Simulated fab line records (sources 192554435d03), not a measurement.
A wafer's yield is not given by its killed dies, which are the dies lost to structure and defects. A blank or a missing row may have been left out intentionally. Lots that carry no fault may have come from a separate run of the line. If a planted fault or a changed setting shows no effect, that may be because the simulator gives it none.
Chamber matching ; flow n5Finfet ; aldSin-03 running N5_FIN_SAQP_SPACER2_ALD_28: 4 sister chambers
The step deposits SiO2, target thk 8.1 nm, pulse time 1 s, purge time 2 s. 8 wafers are shown with their chamber, then 9 later ones without.

== WAFERS PAIRED WITH THEIR CHAMBERS ==
wafer;chamber;heaterPowerW (W);precursorPulseHeightRel
L087.5;0;487;0.977
L089.5;2;508;1.010
L090.3;1;478;1.021
L090.5;0;499;1.024
L090.6;3;469;0.985
L093.2;1;484;0.993
L093.3;2;511;0.980
L093.4;3;466;1.010

== WAFERS WHOSE CHAMBER IS MISSING ==
wafer;heaterPowerW (W);precursorPulseHeightRel
L095.2;498;1.012
L095.4;486;0.996
L095.6;497;0.971
L096.1;495;1.018
L096.5;501;1.007
L096.6;471;0.997
L097.1;516;0.964
L097.3;477;1.015
L097.5;508;1.000

== CHAMBER TAKEN BY EACH ==
wafer;from the rows above;in truth
L095.2;can't be placed: 0 or 2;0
L095.4;can't be placed: 1 or 0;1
L095.6;can't be placed: 0 or 2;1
L096.1;0;0
L096.5;can't be placed: 0 or 2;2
L096.6;can't be placed: 3 or 1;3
L097.1;2;2
L097.3;can't be placed: 1 or 3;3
L097.5;2;2
3 of 9 placed correctly. These rows do not allow placing 6 (true chamber among the candidates in 5). Wrongly placed: 0.
How it was worked out, from the rows above alone: a wafer's distance from a chamber is the root of the sum, over the readings, of the square of ((its reading less the chamber's mean) divided by the reading's scatter). The wafer belongs to the nearest chamber; if the next one is less than 2 further off, it can't be placed. A chamber's mean is the mean of its shown wafers. The scatter: take each reading less its chamber's mean, square it, sum over the shown wafers, divide by the number of wafers less the number of chambers, and take the root.
